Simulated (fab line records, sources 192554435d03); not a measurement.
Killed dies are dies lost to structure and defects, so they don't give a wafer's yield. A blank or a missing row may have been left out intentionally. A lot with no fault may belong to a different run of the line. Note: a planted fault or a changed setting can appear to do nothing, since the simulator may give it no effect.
Matching of chambers :: flow n5_finfet :: rie_diel-01 running N5_SDB_ETCH_17: 4 sister chambers
The step etches SiARC in CF4, target depth 23.4 nm, time 39 s. 18 wafers are shown with their chamber, then 9 later ones without.

## WAFERS, EACH WITH ITS CHAMBER
wafer: L074.2
chamber: 3
drypump_motor_current_A (A): 5.2
throttle_valve_pct (%): 15.27
etch_rf_on_time_s (s): 37.7

wafer: L074.4
chamber: 2
drypump_motor_current_A (A): 5.9
throttle_valve_pct (%): 15.15
etch_rf_on_time_s (s): 39.3

wafer: L074.6
chamber: 0
drypump_motor_current_A (A): 5.9
throttle_valve_pct (%): 15.50
etch_rf_on_time_s (s): 40.5

wafer: L077.1
chamber: 0
drypump_motor_current_A (A): 5.9
throttle_valve_pct (%): 15.51
etch_rf_on_time_s (s): 40.6

wafer: L077.5
chamber: 3
drypump_motor_current_A (A): 5.2
throttle_valve_pct (%): 15.28
etch_rf_on_time_s (s): 37.8

wafer: L077.6
chamber: 2
drypump_motor_current_A (A): 5.9
throttle_valve_pct (%): 15.17
etch_rf_on_time_s (s): 39.3

wafer: L080.1
chamber: 1
drypump_motor_current_A (A): 5.3
throttle_valve_pct (%): 15.78
etch_rf_on_time_s (s): 39.4

wafer: L080.2
chamber: 2
drypump_motor_current_A (A): 5.9
throttle_valve_pct (%): 15.19
etch_rf_on_time_s (s): 39.1

wafer: L080.4
chamber: 1
drypump_motor_current_A (A): 5.3
throttle_valve_pct (%): 15.78
etch_rf_on_time_s (s): 39.3

wafer: L081.2
chamber: 1
drypump_motor_current_A (A): 5.3
throttle_valve_pct (%): 15.78
etch_rf_on_time_s (s): 39.3

wafer: L081.3
chamber: 2
drypump_motor_current_A (A): 5.9
throttle_valve_pct (%): 15.19
etch_rf_on_time_s (s): 38.8

wafer: L081.4
chamber: 3
drypump_motor_current_A (A): 5.3
throttle_valve_pct (%): 15.30
etch_rf_on_time_s (s): 37.1

wafer: L082.3
chamber: 2
drypump_motor_current_A (A): 6.0
throttle_valve_pct (%): 15.20
etch_rf_on_time_s (s): 39.4

wafer: L082.5
chamber: 2
drypump_motor_current_A (A): 5.9
throttle_valve_pct (%): 15.21
etch_rf_on_time_s (s): 39.2

wafer: L082.6
chamber: 3
drypump_motor_current_A (A): 5.2
throttle_valve_pct (%): 15.32
etch_rf_on_time_s (s): 37.5

wafer: L084.3
chamber: 1
drypump_motor_current_A (A): 5.3
throttle_valve_pct (%): 15.79
etch_rf_on_time_s (s): 39.0

wafer: L084.5
chamber: 0
drypump_motor_current_A (A): 5.9
throttle_valve_pct (%): 15.04
etch_rf_on_time_s (s): 39.3

wafer: L084.6
chamber: 3
drypump_motor_current_A (A): 5.2
throttle_valve_pct (%): 15.32
etch_rf_on_time_s (s): 37.1

SIGNATURES, as means of the wafers listed above
reading: drypump_motor_current_A
chamber 0: 5.900
chamber 1: 5.300
chamber 2: 5.917
chamber 3: 5.220
scatter within a chamber: 0.0342

reading: throttle_valve_pct
chamber 0: 15.3500
chamber 1: 15.7825
chamber 2: 15.1850
chamber 3: 15.2980
scatter within a chamber: 0.103

reading: etch_rf_on_time_s
chamber 0: 40.133
chamber 1: 39.250
chamber 2: 39.183
chamber 3: 37.440
scatter within a chamber: 0.358
Rule: distance of a wafer from a chamber = root of the sum over the readings of ((wafer's reading minus chamber's mean) / reading's scatter) squared. The wafer belongs to the nearest chamber; if the next one is less than 2 further off, it can't be placed. The scatter is the square root of a quotient: the sum, over the shown wafers, of each reading's squared deviation from its chamber's mean, divided by wafers minus chambers.

## WAFERS WHOSE CHAMBER IS MISSING
wafer: L085.3
drypump_motor_current_A (A): 5.9
throttle_valve_pct (%): 15.20
etch_rf_on_time_s (s): 39.3

wafer: L085.4
drypump_motor_current_A (A): 5.9
throttle_valve_pct (%): 15.06
etch_rf_on_time_s (s): 39.4

wafer: L085.6
drypump_motor_current_A (A): 5.9
throttle_valve_pct (%): 15.04
etch_rf_on_time_s (s): 39.2

wafer: L087.1
drypump_motor_current_A (A): 5.3
throttle_valve_pct (%): 15.35
etch_rf_on_time_s (s): 37.2

wafer: L087.2
drypump_motor_current_A (A): 5.3
throttle_valve_pct (%): 15.81
etch_rf_on_time_s (s): 40.0

wafer: L087.5
drypump_motor_current_A (A): 5.3
throttle_valve_pct (%): 15.79
etch_rf_on_time_s (s): 39.7

wafer: L088.1
drypump_motor_current_A (A): 5.2
throttle_valve_pct (%): 15.33
etch_rf_on_time_s (s): 36.6

wafer: L088.3
drypump_motor_current_A (A): 5.9
throttle_valve_pct (%): 15.20
etch_rf_on_time_s (s): 39.6

wafer: L088.6
drypump_motor_current_A (A): 5.9
throttle_valve_pct (%): 15.05
etch_rf_on_time_s (s): 39.4

## WHICH CHAMBER EACH ONE RAN IN
wafer: L085.3
from the rows above: 2
in truth: 2

wafer: L085.4
from the rows above: 2
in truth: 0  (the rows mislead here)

wafer: L085.6
from the rows above: 2
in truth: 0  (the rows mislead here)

wafer: L087.1
from the rows above: 3
in truth: 3

wafer: L087.2
from the rows above: 1
in truth: 1

wafer: L087.5
from the rows above: 1
in truth: 1

wafer: L088.1
from the rows above: 3
in truth: 3

wafer: L088.3
from the rows above: can't be placed: 2 or 0
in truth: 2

wafer: L088.6
from the rows above: 2
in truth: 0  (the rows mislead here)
Correct placement for 5 of the 9. These rows do not allow placing 1 (true chamber among the candidates in 1). Placed wrongly: 3.
